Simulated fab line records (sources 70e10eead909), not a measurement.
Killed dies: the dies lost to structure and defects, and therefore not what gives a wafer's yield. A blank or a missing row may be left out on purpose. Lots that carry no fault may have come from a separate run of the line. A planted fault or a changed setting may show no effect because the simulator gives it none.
fab line records + flow nand-harc
record
- lots=14
- wafers=42
- last-day=35
route steps=1302 shown A_SOURCE_PLATE@416 A_ONON_D1@427 A_CHANNEL_HOLE_D1@450 END@1302
lots with no fault: from the same line, run without faults
start-h: start of the lot's first displayed wafer, in hours after the record's first day + wait-h: hours elapsed since this lot's preceding step + " identical to the entry in the row above + L1.1+2: one row covering several wafers at once + - value missing, or start not given + * or withheld: withheld + < > ~ a bound
route shown NAME@n: names a module that has steps shown in the file, with the first one's number in the route + usual: mean and standard deviation over wafers with no fault + same: alike in all rows + chamber/n: place in a boat + sites: the reading at each site + _std_site: standard deviation across them + _edge_site: outer sites' mean less inner sites' + radius-mm: how far each site lies from the wafer's centre + mask NAME#n: copy n + behind: the last tool/chamber to shape the wafer + hold: why the lot went on hold/how many hours it stayed there/how the hold came to an end + device: whichever transistor did not switch (one of n, p or np) + end of line: tests run on the same wafers once the route is complete + where a step has no rows: the recipe by itself + killed: dies that structure and defects cost at the first sort, which is not the same as the wafer's yield + map: dies across one wafer; x = killed, . = not, _ = none there
set.NAME: the setting that was run; set.NAME@STEP: the one run at that earlier step + model.NAME: the simulator's own value behind a step, which no gauge read
one table for each step of the route and one row for each wafer, over a sample of lots
services: from which hour (start-h, from the record's first day; less than 0 if before it) a tool's chamber was out of use, for how many hours, and why
## steps
# step NHARC_A_SOURCE_PLATE_THK_MEAS_09
# recipe
- thk-meas-gauge=ellipsometry
# usual
- thk-nm=9.6/0.96
| lot.wafer | tool          | chamber | start-h | wait-h | thk-nm |
|-----------|---------------|---------|---------|--------|--------|
| L295.2    | film-metro-02 | -       | 144.52  | 0.4    | 10.3   |
| L295.3    | "             | -       | "       | "      | 8.7    |
| L295.5    | "             | -       | "       | "      | 7.3    |
| L296.1    | film-metro-01 | -       | 157.27  | 0.4    | 9.1    |
| L296.3    | "             | -       | "       | "      | 9.1    |
| L296.4    | "             | -       | "       | "      | 8.5    |
| L297.2    | film-metro-02 | -       | 162.86  | 0.4    | 9.4    |
| L297.4    | "             | -       | "       | "      | 9.5    |
| L297.5    | "             | -       | "       | "      | 10.5   |
| L298.1    | film-metro-01 | -       | 172.88  | 0.4    | 9.9    |
| L298.5    | "             | -       | "       | "      | 8.6    |
| L298.6    | "             | -       | "       | "      | 11.2   |
| L303.2    | film-metro-01 | -       | 246.93  | 0.4    | 9.5    |
| L303.3    | "             | -       | "       | "      | 9.8    |
| L303.6    | "             | -       | "       | "      | 9.8    |
| L302.1    | film-metro-01 | -       | 246.93  | 0.4    | 10.0   |
| L302.3    | "             | -       | "       | "      | 11.1   |
| L302.6    | "             | -       | "       | "      | 9.6    |
| L304.1    | film-metro-02 | -       | 254.47  | 0.4    | 10.4   |
| L304.2    | "             | -       | "       | "      | 9.2    |
| L304.4    | "             | -       | "       | "      | 10.4   |
| L301.2    | film-metro-02 | -       | 254.47  | 0.4    | 11.0   |
| L301.4    | "             | -       | "       | "      | 10.0   |
| L301.5    | "             | -       | "       | "      | 9.1    |
| L307.1    | film-metro-02 | -       | 266.42  | 0.4    | 9.6    |
| L307.3    | "             | -       | "       | "      | 11.0   |
| L307.4    | "             | -       | "       | "      | 10.1   |
| L312.1    | film-metro-01 | -       | 311.90  | 0.4    | 9.4    |
| L312.5    | "             | -       | "       | "      | 8.5    |
| L312.6    | "             | -       | "       | "      | 10.2   |
| L314.1    | film-metro-02 | -       | 333.35  | 0.4    | 10.8   |
| L314.2    | "             | -       | "       | "      | 10.3   |
| L314.5    | "             | -       | "       | "      | 7.8    |
| L315.1    | film-metro-02 | -       | 343.31  | 0.4    | 7.6    |
| L315.2    | "             | -       | "       | "      | 11.9   |
| L315.3    | "             | -       | "       | "      | 9.4    |
| L317.3    | film-metro-02 | -       | 367.35  | 0.4    | 10.6   |
| L317.5    | "             | -       | "       | "      | 8.5    |
| L317.6    | "             | -       | "       | "      | 10.4   |
| L318.2    | film-metro-01 | -       | 383.39  | 9.2    | 8.3    |
| L318.3    | "             | -       | "       | "      | 8.6    |
| L318.6    | "             | -       | "       | "      | 9.2    |
# step NHARC_A_ONON_D1_THK_MEAS_05
# recipe
- thk-meas-gauge=ellipsometry
# usual
- thk-nm=1001/7.6
| lot.wafer | tool          | chamber | start-h | wait-h | thk-nm |
|-----------|---------------|---------|---------|--------|--------|
| L295.2    | film-metro-01 | -       | 158.69  | -      | 1006   |
| L295.3    | "             | -       | "       | "      | 1003   |
| L295.5    | "             | -       | "       | "      | 1004   |
| L296.1    | film-metro-01 | -       | 171.69  | -      | 1015   |
| L296.3    | "             | -       | "       | "      | 1013   |
| L296.4    | "             | -       | "       | "      | 1014   |
| L297.2    | film-metro-02 | -       | 176.98  | -      | 988    |
| L297.4    | "             | -       | "       | "      | 988    |
| L297.5    | "             | -       | "       | "      | 990    |
| L298.1    | film-metro-02 | -       | 190.67  | -      | 1012   |
| L298.5    | "             | -       | "       | "      | 1013   |
| L298.6    | "             | -       | "       | "      | 1014   |
| L302.1    | film-metro-02 | -       | 261.21  | -      | 1004   |
| L302.3    | "             | -       | "       | "      | 1004   |
| L302.6    | "             | -       | "       | "      | 1004   |
| L303.2    | film-metro-01 | -       | 261.21  | -      | 1007   |
| L303.3    | "             | -       | "       | "      | 1006   |
| L303.6    | "             | -       | "       | "      | 1008   |
| L301.2    | film-metro-01 | -       | 268.51  | -      | 999    |
| L301.4    | "             | -       | "       | "      | 1000   |
| L301.5    | "             | -       | "       | "      | 1001   |
| L304.1    | film-metro-02 | -       | 268.73  | -      | 994    |
| L304.2    | "             | -       | "       | "      | 994    |
| L304.4    | "             | -       | "       | "      | 993    |
| L307.1    | film-metro-02 | -       | 280.51  | -      | 1000   |
| L307.3    | "             | -       | "       | "      | 1001   |
| L307.4    | "             | -       | "       | "      | 999    |
| L312.1    | film-metro-01 | -       | 326.15  | -      | 999    |
| L312.5    | "             | -       | "       | "      | 1001   |
| L312.6    | "             | -       | "       | "      | 999    |
| L314.1    | film-metro-01 | -       | 347.45  | -      | 991    |
| L314.2    | "             | -       | "       | "      | 993    |
| L314.5    | "             | -       | "       | "      | 990    |
| L315.1    | film-metro-02 | -       | 359.96  | -      | 993    |
| L315.2    | "             | -       | "       | "      | 993    |
| L315.3    | "             | -       | "       | "      | 992    |
| L317.3    | film-metro-01 | -       | 384.76  | -      | 1010   |
| L317.5    | "             | -       | "       | "      | 1010   |
| L317.6    | "             | -       | "       | "      | 1011   |
| L318.2    | film-metro-01 | -       | 397.95  | -      | 1000   |
| L318.3    | "             | -       | "       | "      | 999    |
| L318.6    | "             | -       | "       | "      | 998    |
# step NHARC_A_ONON_D1_DEP_25
# recipe
- target-thk-a=10000
- n2-flow-sccm=2750
- n2o-flow-sccm=2000
- nh3-flow-sccm=500
- sih4-flow-sccm=210
- temp-c=400
| lot.wafer  | tool          | chamber | start-h | wait-h |
|------------|---------------|---------|---------|--------|
| L295.2+3+5 | pecvd-onon-01 | 0       | 169.96  | 0.1    |
| L296.1+3+4 | pecvd-onon-02 | 0       | 182.69  | 0.1    |
| L297.2+4+5 | pecvd-onon-01 | 0       | 187.70  | 0.1    |
| L298.1+5+6 | pecvd-onon-02 | 0       | 201.38  | 0.1    |
| L302.1+3+6 | pecvd-onon-02 | 0       | 272.11  | 0.1    |
| L303.2+3+6 | pecvd-onon-04 | 0       | 272.31  | 0.1    |
| L304.1+2+4 | pecvd-onon-04 | 0       | 281.08  | 0.2    |
| L301.2+4+5 | pecvd-onon-04 | 0       | 281.48  | 0.2    |
| L307.1+3+4 | pecvd-onon-02 | 0       | 291.54  | 0.1    |
| L312.1+5+6 | pecvd-onon-02 | 0       | 333.48  | 0.1    |
| L314.1+2+5 | pecvd-onon-01 | 0       | 358.12  | 0.1    |
| L315.1+2+3 | pecvd-onon-01 | 0       | 370.94  | 0.1    |
| L317.3+5+6 | pecvd-onon-01 | 0       | 396.39  | 0.3    |
| L318.2+3+6 | pecvd-onon-02 | 0       | 408.50  | 0.1    |
# step NHARC_A_ONON_D1_THK_MEAS_27
# recipe
- thk-meas-gauge=ellipsometry
# usual
- thk-nm=1000/9.4
| lot.wafer | tool          | chamber | start-h | wait-h | thk-nm |
|-----------|---------------|---------|---------|--------|--------|
| L295.2    | film-metro-01 | -       | 170.41  | -      | 998    |
| L295.3    | "             | -       | "       | "      | 998    |
| L295.5    | "             | -       | "       | "      | 997    |
| L296.1    | film-metro-01 | -       | 183.20  | -      | 1010   |
| L296.3    | "             | -       | "       | "      | 1011   |
| L296.4    | "             | -       | "       | "      | 1011   |
| L297.2    | film-metro-01 | -       | 188.16  | -      | 992    |
| L297.4    | "             | -       | "       | "      | 992    |
| L297.5    | "             | -       | "       | "      | 992    |
| L298.1    | film-metro-01 | -       | 201.89  | -      | 998    |
| L298.5    | "             | -       | "       | "      | 997    |
| L298.6    | "             | -       | "       | "      | 999    |
| L302.1    | film-metro-02 | -       | 272.62  | -      | 980    |
| L302.3    | "             | -       | "       | "      | 978    |
| L302.6    | "             | -       | "       | "      | 978    |
| L303.2    | film-metro-01 | -       | 272.76  | -      | 1004   |
| L303.3    | "             | -       | "       | "      | 1003   |
| L303.6    | "             | -       | "       | "      | 1003   |
| L304.1    | film-metro-02 | -       | 281.59  | -      | 1006   |
| L304.2    | "             | -       | "       | "      | 655    |
| L304.4    | "             | -       | "       | "      | 654    |
| L301.2    | film-metro-02 | -       | 281.93  | -      | 646    |
| L301.4    | "             | -       | "       | "      | 647    |
| L301.5    | "             | -       | "       | "      | 997    |
| L307.1    | film-metro-01 | -       | 292.05  | -      | 995    |
| L307.3    | "             | -       | "       | "      | 993    |
| L307.4    | "             | -       | "       | "      | 994    |
| L312.1    | film-metro-01 | -       | 333.99  | -      | 1019   |
| L312.5    | "             | -       | "       | "      | 1020   |
| L312.6    | "             | -       | "       | "      | 1020   |
| L314.1    | film-metro-02 | -       | 358.64  | -      | 990    |
| L314.2    | "             | -       | "       | "      | 989    |
| L314.5    | "             | -       | "       | "      | 990    |
| L315.1    | film-metro-02 | -       | 371.45  | -      | 989    |
| L315.2    | "             | -       | "       | "      | 992    |
| L315.3    | "             | -       | "       | "      | 990    |
| L317.3    | film-metro-02 | -       | 396.79  | -      | 999    |
| L317.5    | "             | -       | "       | "      | 1001   |
| L317.6    | "             | -       | "       | "      | 1000   |
| L318.2    | film-metro-01 | -       | 408.95  | -      | 985    |
| L318.3    | "             | -       | "       | "      | 987    |
| L318.6    | "             | -       | "       | "      | 987    |
# step NHARC_A_CHANNEL_HOLE_D1_DEP_00
# recipe
- target-thk-a=31000
- temp-c=400
- material=aC
# usual
- throttle-valve-pct=35.000/0.0088
| lot.wafer | tool       | chamber | start-h | wait-h | throttle-valve-pct |
|-----------|------------|---------|---------|--------|--------------------|
| L295.2    | acl-dep-03 | 0       | 173.80  | 2.3    | 35.000             |
| L295.3    | "          | 0       | "       | "      | 34.989             |
| L295.5    | "          | 0       | "       | "      | 34.998             |
| L296.1    | acl-dep-01 | 0       | 186.29  | 2.0    | 34.992             |
| L296.3    | "          | 0       | "       | "      | 34.990             |
| L296.4    | "          | 0       | "       | "      | 35.001             |
| L297.2    | acl-dep-03 | 0       | 192.42  | 3.2    | 34.986             |
| L297.4    | "          | 0       | "       | "      | 34.996             |
| L297.5    | "          | 0       | "       | "      | 34.996             |
| L298.1    | acl-dep-02 | 0       | 203.09  | 0.1    | 34.980             |
| L298.5    | "          | 0       | 204.33  | 1.3    | 35.001             |
| L298.6    | "          | 0       | "       | "      | 34.993             |
| L302.1    | acl-dep-03 | 0       | 277.40  | 3.7    | 35.010             |
| L302.3    | "          | 0       | "       | "      | 34.992             |
| L302.6    | "          | 0       | "       | "      | 35.017             |
| L303.2    | acl-dep-02 | 0       | 278.24  | 4.4    | 35.003             |
| L303.3    | "          | 0       | "       | "      | 34.990             |
| L303.6    | "          | 0       | "       | "      | 35.002             |
| L304.1    | acl-dep-01 | 0       | 283.12  | 0.1    | 34.995             |
| L301.5    | acl-dep-03 | 0       | 286.05  | 2.8    | 35.000             |
| L307.1    | acl-dep-02 | 0       | 293.25  | 0.1    | 35.011             |
| L307.3    | "          | 0       | "       | "      | 34.994             |
| L307.4    | "          | 0       | "       | "      | 34.990             |
| L312.1    | acl-dep-01 | 0       | 335.15  | 0.1    | 35.000             |
| L312.5    | "          | 0       | 336.44  | 1.4    | 35.007             |
| L312.6    | "          | 0       | "       | "      | 35.007             |
| L314.1    | acl-dep-03 | 0       | 359.81  | 0.1    | 34.992             |
| L314.2    | "          | 0       | "       | "      | 34.988             |
| L314.5    | "          | 0       | "       | "      | 35.013             |
| L315.1    | acl-dep-02 | 0       | 374.75  | 2.2    | 34.980             |
| L315.2    | "          | 0       | "       | "      | 35.004             |
| L315.3    | "          | 0       | "       | "      | 34.995             |
| L317.3    | acl-dep-02 | 0       | 401.43  | 3.4    | 35.002             |
| L317.5    | "          | 0       | "       | "      | 35.010             |
| L317.6    | "          | 0       | "       | "      | 34.992             |
| L318.2    | acl-dep-02 | 0       | 412.74  | 2.7    | 35.005             |
| L318.3    | "          | 0       | "       | "      | 35.004             |
| L318.6    | "          | 0       | "       | "      | 35.000             |
# step NHARC_END_SORT_01
# recipe
- temp-c=25
# usual
- killed-at-array=54/18
- killed-at-other=0.9/1.2
- killed-at-periphery=4.4/2.9
- killed-dies=59/18
- killed-open=3.2/1.8
- killed-short=2.6/1.8
# same
- gross-dies=677
| lot.wafer | tool      | chamber | start-h | wait-h | killed-at-array | killed-at-other | killed-at-periphery | killed-dies | killed-open | killed-short |
|-----------|-----------|---------|---------|--------|-----------------|-----------------|---------------------|-------------|-------------|--------------|
| L301.2    | prober-02 | 0       | 691.13  | 2.8    | 664             | 0               | 13                  | 677         | 2           | 5            |
| L301.4    | prober-02 | 0       | 692.71  | 3.4    | 664             | 0               | 13                  | 677         | 3           | 4            |
| L301.5    | prober-02 | 0       | 693.51  | 3.7    | 66              | 0               | 10                  | 76          | 5           | 3            |
| L304.1    | prober-02 | 0       | 712.54  | 2.5    | 67              | 2               | 1                   | 70          | 3           | 5            |
| L304.2    | prober-02 | 0       | 713.34  | 2.8    | 676             | 1               | 0                   | 677         | 5           | 6            |
| L304.4    | prober-02 | 0       | 714.93  | 3.4    | 676             | 0               | 1                   | 677         | 2           | 1            |
# killed by level:class
L301.2 A_ONON_D1:area-dep=615 A_CHANNEL_HOLE_D1:chamber-film-flake=21 A_CHANNEL_HOLE_D2:chamber-film-flake=16 P_STI:chamber-film-flake=8 A_CONTACT:chamber-film-flake=3 A_ONON_D2:geometric-particle:short=2 P_CONTACT:chamber-film-flake=2 P_M2:chamber-film-flake=2
L301.4 A_ONON_D1:area-dep=603 A_CHANNEL_HOLE_D2:chamber-film-flake=22 A_CHANNEL_HOLE_D1:chamber-film-flake=18 A_CONTACT:chamber-film-flake=4 A_BLC:chamber-film-flake=4 P_STI:chamber-film-flake=3 P_CONTACT:chamber-film-flake=3 P_M2:chamber-film-flake=3
L301.5 A_CHANNEL_HOLE_D1:chamber-film-flake=21 A_CHANNEL_HOLE_D2:chamber-film-flake=20 A_CONTACT:chamber-film-flake=5 P_M2:chamber-film-flake=4 P_STI:chamber-film-flake=3 A_CHANNEL_FILL_D1:chamber-film-flake=3 A_BONDPAD:chamber-film-flake=3 A_SLIT:chamber-film-flake=2
L304.1 A_SLIT:chamber-film-flake=34 A_CHANNEL_HOLE_D2:chamber-film-flake=20 A_CHANNEL_HOLE_D1:chamber-film-flake=3 A_ONON_D1:geometric-particle:short=2 A_DECK1_JOINT:geometric-particle:open=2 A_WL_FILL:chamber-film-flake=2 P_M0:geometric-particle:short=1 A_CHANNEL_HOLE_D1:geometric-particle:short=1
L304.2 A_ONON_D1:area-dep=605 A_SLIT:chamber-film-flake=30 A_CHANNEL_HOLE_D2:chamber-film-flake=18 A_CHANNEL_HOLE_D1:chamber-film-flake=6 A_WL_FILL:chamber-film-flake=3 A_CHANNEL_FILL_D2:geometric-particle:short=2 A_SOURCE_PLATE:geometric-particle:open=1 A_ONON_D1:geometric-particle:short=1
L304.4 A_ONON_D1:area-dep=608 A_SLIT:chamber-film-flake=32 A_CHANNEL_HOLE_D2:chamber-film-flake=16 A_CHANNEL_HOLE_D1:chamber-film-flake=7 A_CHANNEL_FILL_D1:chamber-film-flake=3 A_CHANNEL_FILL_D2:chamber-film-flake=2 A_BLC:chamber-film-flake=2 A_WL_FILL:chamber-film-flake=2
## services
| tool          | chamber | start-h | hours | kind   |
|---------------|---------|---------|-------|--------|
| pecvd-onon-02 | -       | 185.00  | 13.0  | pm     |
| acl-dep-01    | -       | 188.18  | 13.0  | pm     |
| acl-dep-02    | -       | 242.74  | 13.0  | pm     |
| pecvd-onon-01 | -       | 269.71  | 13.0  | pm     |
| acl-dep-03    | -       | 299.58  | 13.0  | pm     |
| acl-dep-02    | -       | 308.76  | 5.6   | repair |
| pecvd-onon-04 | -       | 311.00  | 13.0  | pm     |
| pecvd-onon-02 | -       | 366.00  | 13.0  | pm     |
| acl-dep-01    | -       | 369.18  | 13.0  | pm     |
## key
first-sign
- step=NHARC_A_ONON_D1_THK_MEAS_27
- reading=thk-nm
- direction=down
- sigmas=37
- usual=1000
- struck=650
effect
- step=NHARC_END_SORT_01
- reading=killed-at-array
- direction=up
- sigmas=34
- usual=54
- struck=670
more-kills-born-at
- NHARC_A_ONON_D1_DEP_25@pecvd-onon-04=2431
met-at NHARC_A_ONON_D1_DEP_25
struck-lots L301,L304
struck-wafers L301.2,L301.4,L304.2,L304.4
later-rows-left-out L301.2,L301.4,L304.2,L304.4
tester-left-out L301,L304
not-acting-at NHARC_A_SOURCE_PLATE_THK_MEAS_09,NHARC_A_ONON_D1_THK_MEAS_05,NHARC_A_CHANNEL_HOLE_D1_DEP_00
onset-between 272.31 281.08
fault
- kind=process-parameter-drift
- tool=pecvd-onon-04
- chamber=-
- onset-h=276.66
- steps=NHARC_A_ONON_D1_DEP_25
- channel=target-thk-a
- offset=*
- shape=step
- end-h=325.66
- scope=struck-wafers-only
- acts-in=*
- stated=*
# tester-left-out: of these lots the tester's yield and bins aren't shown, on N5 and GAA mostly nor the transistor test; their killed dies are dies lost to structure and defects alone, not to doping, threshold or leakage, so they don't give the yield
# later-rows-left-out: the simulator's readings of these wafers behind a module that went badly wrong aren't trusted and aren't shown, but for the sort
